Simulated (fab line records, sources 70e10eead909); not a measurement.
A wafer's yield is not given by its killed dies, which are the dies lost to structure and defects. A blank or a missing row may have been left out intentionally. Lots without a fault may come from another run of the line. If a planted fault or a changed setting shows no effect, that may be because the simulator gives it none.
fab line records + flow nandHarc
[record]
- lots = 12
- wafers = 36
- lastDay = 31
route steps=1302 shown A_CHANNEL_HOLE_D1@475 A_CHANNEL_FILL_D1@507
lots that met no fault: taken from a fault-free run of the same line
startH: hours from the record's first day to the start of the lot's first wafer shown + waitH: hours elapsed since this lot's preceding step + " as in the row above + L1.1+2: several wafers, shown together as one row + - value missing, or start not given + * or withheld: withheld + < > ~ a bound
route shown NAME@n: names a module that has steps shown in the file, with the first one's number in the route + usual: mean/standard deviation of fault-free wafers + same: alike in all rows + chamber/n: place in a boat + sites: readings site by site + _std_site: standard deviation across them + _edge_site: inner sites' mean taken away from outer sites' mean + radiusMm: for every site, how far away it sits from the centre of the wafer + mask NAME#n: copy n + behind: the tool/chamber that last shaped the wafer + hold: the reason the lot was held/the length of the hold in hours/how it ended + device: the transistor (n, p or np) that didn't switch + end of line: tests of these same wafers at the route's end + step lacking rows: just its recipe + killed: at the first sort, the dies lost to defects and structure; wafer yield is something else + map: a wafer's dies, marking killed ones x, the rest . and places with no die _
set.NAME: the setting that was run; set.NAME@STEP: the one run at that earlier step + model.NAME: the simulator's own value behind a step, which no gauge read
one table for each step of the route and one row for each wafer, over a sample of lots
services: from which hour (startH, from the record's first day; less than 0 if before it) a tool's chamber was out of use, for how many hours, and why
[[steps]]
[step NHARC_A_CHANNEL_HOLE_D1_ETCH_23]
[recipe]
- biasV = 5000
- sourceW = withheld
- pressureMtorr = 20
- timeS = 819
- arFlowSccm = 375
- c4f8FlowSccm = 89.3
- o2FlowSccm = 35.7
- tempC = -20
- targetDepthA = 16000
- chemistry = C4F8/O2/Ar
[usual]
- drypumpMotorCurrentA = 5.5/0.6
- showerheadPlenumPTorr = 3.66/0.076
- throttleValvePct = 32.156/0.0087
| lot.wafer | tool       | chamber | startH | waitH | drypumpMotorCurrentA | rfHoursCounterH | showerheadPlenumPTorr | throttleValvePct |
|-----------|------------|---------|--------|-------|----------------------|-----------------|-----------------------|------------------|
| L905.2    | harEtch-02 | 1       | 198.38 | 1.0   | 4.9                  | -               | 3.77                  | 32.140           |
| L905.3    | "          | 1       | "      | "     | 4.9                  | -               | 3.77                  | 32.156           |
| L905.4    | "          | 1       | "      | "     | 4.9                  | -               | 3.77                  | 32.159           |
| L907.1    | harEtch-01 | 1       | 214.42 | 0.5   | 4.9                  | 105             | 3.61                  | 32.147           |
| L907.5    | "          | 0       | "      | "     | 5.9                  | -               | 3.63                  | 32.163           |
| L907.6    | "          | 1       | "      | "     | 5.0                  | -               | 3.61                  | 32.152           |
| L908.1    | harEtch-01 | 0       | 223.16 | 0.5   | 5.9                  | 112             | 3.63                  | 32.148           |
| L908.4    | "          | 0       | "      | "     | 5.9                  | -               | 3.63                  | 32.162           |
| L908.6    | "          | 0       | "      | "     | 5.9                  | -               | 3.63                  | 32.155           |
| L909.1    | harEtch-01 | 1       | 230.04 | 0.5   | 5.0                  | 116             | 3.61                  | 32.142           |
| L909.4    | "          | 0       | "      | "     | 5.9                  | -               | 3.63                  | 32.137           |
| L909.5    | "          | 1       | "      | "     | 5.0                  | -               | 3.61                  | 32.162           |
| L910.4    | harEtch-02 | 1       | 239.81 | 0.5   | 4.9                  | -               | 3.75                  | 32.165           |
| L910.6    | "          | 1       | "      | "     | 4.9                  | -               | 3.75                  | 32.156           |
| L910.5    | "          | 0       | "      | "     | 6.3                  | -               | 3.76                  | 32.133           |
| L911.4    | harEtch-01 | 0       | 259.91 | 0.5   | 5.9                  | -               | 3.62                  | 32.145           |
| L911.3    | "          | 1       | "      | "     | 5.0                  | -               | 3.60                  | 32.156           |
| L911.6    | "          | 1       | "      | "     | 4.9                  | -               | 3.60                  | 32.168           |
| L912.2    | harEtch-02 | 1       | 270.32 | 0.5   | 4.9                  | 342             | 3.74                  | 32.167           |
| L912.4    | "          | 0       | "      | "     | 6.4                  | -               | 3.75                  | 32.158           |
| L912.5    | "          | 1       | "      | "     | 4.9                  | -               | 3.74                  | 32.165           |
| L915.3    | harEtch-01 | 1       | 292.52 | 0.5   | 4.9                  | -               | 3.59                  | 32.154           |
| L915.6    | "          | 1       | "      | "     | 5.0                  | -               | 3.59                  | 32.162           |
| L915.5    | "          | 0       | "      | "     | 5.9                  | -               | 3.61                  | 32.155           |
| L914.2    | harEtch-02 | 1       | 293.43 | 0.5   | 4.9                  | 353             | 3.73                  | 32.147           |
| L914.1    | "          | 0       | "      | "     | 6.4                  | 346             | 3.74                  | 32.163           |
| L914.5    | "          | 1       | "      | "     | 4.9                  | -               | 3.73                  | 32.169           |
| L916.1    | harEtch-01 | 1       | 300.87 | 0.5   | 5.0                  | 158             | 3.58                  | 32.168           |
| L916.4    | "          | 1       | "      | "     | 5.0                  | -               | 3.58                  | 32.160           |
| L916.6    | "          | 1       | "      | "     | 5.0                  | -               | 3.58                  | 32.153           |
| L919.2    | harEtch-02 | 1       | 343.77 | 0.5   | 4.9                  | 381             | 3.72                  | 32.162           |
| L919.3    | "          | 1       | "      | "     | 4.9                  | -               | 3.72                  | 32.167           |
| L919.4    | "          | 0       | "      | "     | 6.4                  | -               | 3.72                  | 32.147           |
| L923.2    | harEtch-02 | 0       | 366.08 | 0.5   | 6.4                  | 384             | 3.72                  | 32.143           |
| L923.1    | "          | 1       | "      | "     | 4.9                  | 392             | 3.71                  | 32.162           |
| L923.5    | "          | 1       | "      | "     | 4.9                  | -               | 3.71                  | 32.145           |
[step NHARC_A_CHANNEL_HOLE_D1_ETCH_24]
[recipe]
- biasV = 5000
- sourceW = withheld
- pressureMtorr = 20
- timeS = 906.2
- arFlowSccm = 375
- c4f8FlowSccm = 93.8
- o2FlowSccm = 31.2
- tempC = -20
- targetDepthA = 15000
- chemistry = C4F8/O2/Ar
[usual]
- drypumpMotorCurrentA = 5.5/0.6
- showerheadPlenumPTorr = 3.65/0.076
- throttleValvePct = 32.236/0.0097
| lot.wafer | tool       | chamber | startH | waitH | drypumpMotorCurrentA | rfHoursCounterH | showerheadPlenumPTorr | throttleValvePct |
|-----------|------------|---------|--------|-------|----------------------|-----------------|-----------------------|------------------|
| L905.2    | harEtch-02 | 1       | 199.79 | 1.2   | 4.9                  | -               | 3.76                  | 32.239           |
| L905.3    | "          | 1       | "      | "     | 4.9                  | -               | 3.76                  | 32.244           |
| L905.4    | "          | 1       | "      | "     | 4.9                  | -               | 3.76                  | 32.228           |
| L907.1    | harEtch-01 | 1       | 215.12 | 0.6   | 4.9                  | 105             | 3.61                  | 32.216           |
| L907.5    | "          | 0       | "      | "     | 5.9                  | -               | 3.63                  | 32.239           |
| L907.6    | "          | 1       | "      | "     | 4.9                  | -               | 3.61                  | 32.241           |
| L908.1    | harEtch-01 | 0       | 223.86 | 0.6   | 5.9                  | 113             | 3.62                  | 32.246           |
| L908.4    | "          | 0       | "      | "     | 5.9                  | -               | 3.62                  | 32.251           |
| L908.6    | "          | 0       | "      | "     | 5.9                  | -               | 3.62                  | 32.247           |
| L909.1    | harEtch-01 | 1       | 230.75 | 0.6   | 5.0                  | 117             | 3.60                  | 32.239           |
| L909.4    | "          | 0       | "      | "     | 5.9                  | -               | 3.62                  | 32.227           |
| L909.5    | "          | 1       | "      | "     | 5.0                  | -               | 3.60                  | 32.226           |
| L910.4    | harEtch-02 | 1       | 240.53 | 0.6   | 4.9                  | -               | 3.75                  | 32.220           |
| L910.6    | "          | 1       | "      | "     | 4.9                  | -               | 3.75                  | 32.232           |
| L910.5    | "          | 0       | "      | "     | 6.3                  | -               | 3.75                  | 32.227           |
| L911.4    | harEtch-01 | 0       | 260.63 | 0.6   | 5.9                  | -               | 3.61                  | 32.225           |
| L911.3    | "          | 1       | "      | "     | 5.0                  | -               | 3.59                  | 32.244           |
| L911.6    | "          | 1       | "      | "     | 4.9                  | -               | 3.59                  | 32.227           |
| L912.2    | harEtch-02 | 1       | 271.03 | 0.6   | 4.9                  | 343             | 3.74                  | 32.239           |
| L912.4    | "          | 0       | "      | "     | 6.4                  | -               | 3.74                  | 32.213           |
| L912.5    | "          | 1       | "      | "     | 4.9                  | -               | 3.74                  | 32.225           |
| L915.3    | harEtch-01 | 1       | 293.24 | 0.6   | 5.0                  | -               | 3.58                  | 32.234           |
| L915.6    | "          | 1       | "      | "     | 4.9                  | -               | 3.58                  | 32.254           |
| L915.5    | "          | 0       | "      | "     | 5.9                  | -               | 3.60                  | 32.244           |
| L914.2    | harEtch-02 | 1       | 299.14 | 5.6   | 4.9                  | 354             | 3.73                  | 32.230           |
| L914.1    | "          | 0       | "      | "     | 6.4                  | 346             | 3.73                  | 32.244           |
| L914.5    | "          | 1       | "      | "     | 4.9                  | -               | 3.73                  | 32.241           |
| L916.1    | harEtch-01 | 1       | 301.58 | 0.6   | 4.9                  | 158             | 3.58                  | 32.233           |
| L916.4    | "          | 1       | "      | "     | 4.9                  | -               | 3.58                  | 32.242           |
| L916.6    | "          | 1       | "      | "     | 4.9                  | -               | 3.58                  | 32.235           |
| L919.2    | harEtch-02 | 1       | 344.46 | 0.6   | 4.9                  | 381             | 3.71                  | 32.227           |
| L919.3    | "          | 1       | "      | "     | 4.9                  | -               | 3.71                  | 32.250           |
| L919.4    | "          | 0       | "      | "     | 6.4                  | -               | 3.72                  | 32.240           |
| L923.2    | harEtch-02 | 0       | 366.77 | 0.6   | 6.3                  | 385             | 3.71                  | 32.241           |
| L923.1    | "          | 1       | "      | "     | 4.9                  | 392             | 3.71                  | 32.230           |
| L923.5    | "          | 1       | "      | "     | 4.9                  | -               | 3.71                  | 32.236           |
[step NHARC_A_CHANNEL_HOLE_D1_ETCH_33]
[recipe]
- biasV = 400
- sourceW = 2000
- pressureMtorr = 25
- timeS = 90
- arFlowSccm = 375
- c4f8FlowSccm = 41.7
- o2FlowSccm = 83.3
- tempC = -20
- targetDepthA = 4000
- chemistry = C4F8/O2/Ar
[usual]
- drypumpMotorCurrentA = 5.5/0.6
- showerheadPlenumPTorr = 3.70/0.078
- throttleValvePct = 27.622/0.0098
| lot.wafer | tool       | chamber | startH | waitH | drypumpMotorCurrentA | rfHoursCounterH | showerheadPlenumPTorr | throttleValvePct |
|-----------|------------|---------|--------|-------|----------------------|-----------------|-----------------------|------------------|
| L905.2    | harEtch-02 | 1       | 203.30 | 0.3   | 4.9                  | -               | 3.81                  | 27.612           |
| L905.3    | "          | 1       | "      | "     | 4.9                  | -               | 3.81                  | 27.632           |
| L905.4    | "          | 1       | "      | "     | 4.9                  | -               | 3.81                  | 27.624           |
| L907.1    | harEtch-01 | 1       | 216.86 | 0.2   | 5.0                  | 107             | 3.65                  | 27.610           |
| L907.5    | "          | 0       | "      | "     | 5.9                  | -               | 3.67                  | 27.614           |
| L907.6    | "          | 1       | "      | "     | 5.0                  | -               | 3.65                  | 27.626           |
| L908.1    | harEtch-01 | 0       | 225.72 | 0.2   | 5.9                  | 114             | 3.67                  | 27.642           |
| L908.4    | "          | 0       | "      | "     | 5.9                  | -               | 3.67                  | 27.618           |
| L908.6    | "          | 0       | "      | "     | 5.9                  | -               | 3.67                  | 27.624           |
| L909.1    | harEtch-01 | 1       | 232.52 | 0.2   | 4.9                  | 118             | 3.64                  | 27.612           |
| L909.4    | "          | 0       | "      | "     | 5.9                  | -               | 3.66                  | 27.622           |
| L909.5    | "          | 1       | "      | "     | 5.0                  | -               | 3.64                  | 27.602           |
| L910.4    | harEtch-02 | 1       | 242.18 | 0.2   | 4.9                  | -               | 3.79                  | 27.623           |
| L910.6    | "          | 1       | "      | "     | 4.9                  | -               | 3.79                  | 27.647           |
| L910.5    | "          | 0       | "      | "     | 6.4                  | -               | 3.80                  | 27.618           |
| L911.4    | harEtch-01 | 0       | 262.28 | 0.2   | 5.9                  | -               | 3.65                  | 27.622           |
| L911.3    | "          | 1       | "      | "     | 4.9                  | -               | 3.63                  | 27.596           |
| L911.6    | "          | 1       | "      | "     | 5.0                  | -               | 3.63                  | 27.617           |
| L912.2    | harEtch-02 | 1       | 272.79 | 0.2   | 4.9                  | 344             | 3.78                  | 27.617           |
| L912.4    | "          | 0       | "      | "     | 6.3                  | -               | 3.79                  | 27.616           |
| L912.5    | "          | 1       | "      | "     | 4.9                  | -               | 3.78                  | 27.621           |
| L915.3    | harEtch-01 | 1       | 294.89 | 0.2   | 4.9                  | -               | 3.62                  | 27.623           |
| L915.6    | "          | 1       | "      | "     | 5.0                  | -               | 3.62                  | 27.623           |
| L915.5    | "          | 0       | "      | "     | 5.9                  | -               | 3.64                  | 27.619           |
| L914.2    | harEtch-02 | 1       | 300.99 | 0.2   | 4.9                  | 356             | 3.77                  | 27.606           |
| L914.1    | "          | 0       | "      | "     | 6.3                  | 348             | 3.78                  | 27.634           |
| L914.5    | "          | 1       | "      | "     | 4.9                  | -               | 3.77                  | 27.632           |
| L916.1    | harEtch-01 | 1       | 303.33 | 0.2   | 5.0                  | 160             | 3.62                  | 27.622           |
| L916.4    | "          | 1       | "      | "     | 5.0                  | -               | 3.62                  | 27.618           |
| L916.6    | "          | 1       | "      | "     | 5.0                  | -               | 3.62                  | 27.617           |
| L919.2    | harEtch-02 | 1       | 346.29 | 0.2   | 4.9                  | 383             | 3.76                  | 27.630           |
| L919.3    | "          | 1       | "      | "     | 4.9                  | -               | 3.76                  | 27.626           |
| L919.4    | "          | 0       | "      | "     | 6.3                  | -               | 3.76                  | 27.626           |
| L923.2    | harEtch-02 | 0       | 368.61 | 0.2   | 6.4                  | 386             | 3.76                  | 27.616           |
| L923.1    | "          | 1       | "      | "     | 4.9                  | 394             | 3.75                  | 27.624           |
| L923.5    | "          | 1       | "      | "     | 4.9                  | -               | 3.75                  | 27.640           |
[step NHARC_A_CHANNEL_FILL_D1_ALD_25]
[recipe]
- targetThkA = 600
- pulseTimeS = 10
- aldCycles = 600
- tempC = 300
- material = SiOx
[usual]
- aldCycles = 600/0
- heaterPowerW = 488/42
- precursorPulseHeightRel = 0.999/0.02
[same]
- pulseTimeS = 10
| lot.wafer | tool     | chamber | startH | waitH | aldCycles | heaterPowerW | precursorPulseHeightRel |
|-----------|----------|---------|--------|-------|-----------|--------------|-------------------------|
| L905.3    | aldHk-01 | 0       | 241.55 | 0.1   | 600       | 469          | 0.972                   |
| L905.2    | "        | 1       | 242.78 | 1.3   | 600       | 450          | 1.039                   |
| L905.4    | "        | 2       | 244.01 | 2.5   | 600       | 505          | 1.009                   |
| L907.1    | aldHk-03 | 0       | 256.71 | 2.2   | 600       | 455          | 0.959                   |
| L907.6    | "        | 3       | 258.56 | 4.1   | 600       | 555          | 1.002                   |
| L907.5    | "        | 0       | "      | "     | 600       | 464          | 1.006                   |
| L908.1    | aldHk-01 | 1       | 268.18 | 1.3   | 600       | 460          | 1.017                   |
| L908.4    | "        | 2       | "      | "     | 600       | 521          | 1.000                   |
| L908.6    | "        | 0       | 270.00 | 3.1   | 600       | 465          | 0.995                   |
| L909.4    | aldHk-04 | 2       | 271.40 | 1.0   | 600       | 511          | 1.005                   |
| L909.1    | "        | 0       | 272.64 | 2.3   | 600       | 552          | 1.017                   |
| L909.5    | "        | 2       | 273.87 | 3.5   | 600       | 532          | 0.995                   |
| L910.4    | aldHk-01 | 1       | 281.84 | 0.1   | 600       | 463          | 1.000                   |
| L910.5    | "        | 1       | 284.29 | 2.5   | 600       | 467          | 1.014                   |
| L910.6    | "        | 2       | "      | "     | 600       | 528          | 0.992                   |
| L911.3    | aldHk-04 | 0       | 302.60 | 0.1   | 600       | 548          | 1.002                   |
| L911.4    | "        | 1       | "      | "     | 600       | 476          | 0.994                   |
| L911.6    | "        | 1       | 305.67 | 3.1   | 600       | 472          | 1.015                   |
| L912.2    | aldHk-01 | 1       | 312.99 | 1.3   | 600       | 450          | 1.035                   |
| L912.4    | "        | 2       | "      | "     | 600       | 517          | 0.980                   |
| L912.5    | "        | 3       | "      | "     | 600       | 506          | 1.022                   |
| L915.3    | aldHk-03 | 1       | 333.60 | 0.0   | 600       | 437          | 1.004                   |
| L915.5    | "        | 1       | 336.04 | 2.5   | 600       | 419          | 0.996                   |
| L915.6    | "        | 2       | "      | "     | 600       | 402          | 1.006                   |
| L914.1    | aldHk-03 | 3       | 340.31 | 0.1   | 600       | 554          | 0.997                   |
| L914.2    | "        | 2       | 342.16 | 1.9   | 600       | 395          | 1.008                   |
| L914.5    | "        | 0       | 343.40 | 3.1   | 600       | 448          | 0.999                   |
| L916.4    | aldHk-01 | 3       | 340.32 | 0.1   | 600       | 496          | 1.001                   |
| L916.1    | "        | 2       | 342.14 | 1.9   | 600       | 508          | 1.021                   |
| L916.6    | "        | 0       | 343.35 | 3.1   | 600       | 494          | 0.985                   |
| L919.4    | aldHk-01 | 2       | 385.41 | 0.1   | 816       | 503          | 1.037                   |
| L919.3    | "        | 0       | 387.86 | 2.5   | 816       | 473          | 1.033                   |
| L919.2    | "        | 1       | 389.09 | 3.7   | 816       | 464          | 1.002                   |
| L923.2    | aldHk-01 | 3       | 408.82 | 0.1   | 816       | 527          | 0.986                   |
| L923.1    | "        | 2       | 410.67 | 1.9   | 816       | 513          | 1.014                   |
| L923.5    | "        | 3       | "      | "     | 816       | 506          | 0.987                   |
[[services]]
| tool       | chamber | startH | hours | kind                        |
|------------|---------|--------|-------|-----------------------------|
| harEtch-02 | 0       | 187.44 | -     | consumableReplace:focusRing |
| harEtch-02 | 0       | 187.44 | 17.0  | scheduledDown               |
| harEtch-02 | 0       | 187.44 | 17.0  | ventCycle                   |
| aldHk-03   | -       | 213.35 | 10.0  | pm                          |
| aldHk-03   | 0       | 213.35 | 10.0  | ventCycle                   |
| aldHk-03   | 1       | 213.35 | 10.0  | ventCycle                   |
| harEtch-02 | -       | 224.44 | 0.6   | repair                      |
| aldHk-01   | -       | 300.62 | 10.0  | pm                          |
| aldHk-01   | 0       | 300.62 | 10.0  | ventCycle                   |
| aldHk-01   | 1       | 300.62 | 10.0  | ventCycle                   |
| aldHk-01   | 2       | 300.62 | 10.0  | ventCycle                   |
| aldHk-01   | 3       | 300.62 | 10.0  | ventCycle                   |
| aldHk-01   | 0       | 310.62 | -     | clean                       |
| aldHk-01   | 1       | 310.62 | -     | clean                       |
| aldHk-01   | 2       | 310.62 | -     | clean                       |
| aldHk-01   | 3       | 310.62 | -     | clean                       |
| harEtch-02 | -       | 377.00 | 17.0  | pm                          |
| harEtch-02 | 0       | 377.00 | 17.0  | ventCycle                   |
| harEtch-02 | 1       | 377.00 | 17.0  | ventCycle                   |
| aldHk-03   | -       | 391.35 | 10.0  | pm                          |
| harEtch-02 | 0       | 394.00 | -     | clean                       |
| harEtch-02 | 0       | 394.00 | -     | consumableReplace:focusRing |
| harEtch-02 | 1       | 394.00 | -     | clean                       |
| harEtch-02 | 1       | 394.00 | -     | consumableReplace:focusRing |
[[key]]
[firstSign]
- step = NHARC_A_CHANNEL_FILL_D1_ALD_25
- reading = aldCycles
- direction = up
- sigmas = 99+
- usual = 600
- struck = 816
effect none on later readings
metAt NHARC_A_CHANNEL_FILL_D1_ALD_25
struckLots L919,L923
testerLeftOut L919,L923
notActingAt NHARC_A_CHANNEL_HOLE_D1_ETCH_23,NHARC_A_CHANNEL_HOLE_D1_ETCH_24,NHARC_A_CHANNEL_HOLE_D1_ETCH_33
onsetBetween 340.32 385.41
[fault]
- kind = processParameterDrift
- tool = aldHk-01
- chamber = -
- onsetH = 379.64
- steps = NHARC_A_CHANNEL_FILL_D1_ALD_25
- channel = aldCycles
- offset = 216
- shape = step
- endH = 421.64
- actsIn = theseRecipesOnly
- stated = 600
// testerLeftOut: of these lots the tester's yield and bins aren't shown, on N5 and GAA mostly nor the transistor test; their killed dies are dies lost to structure and defects alone, not to doping, threshold or leakage, so they don't give the yield
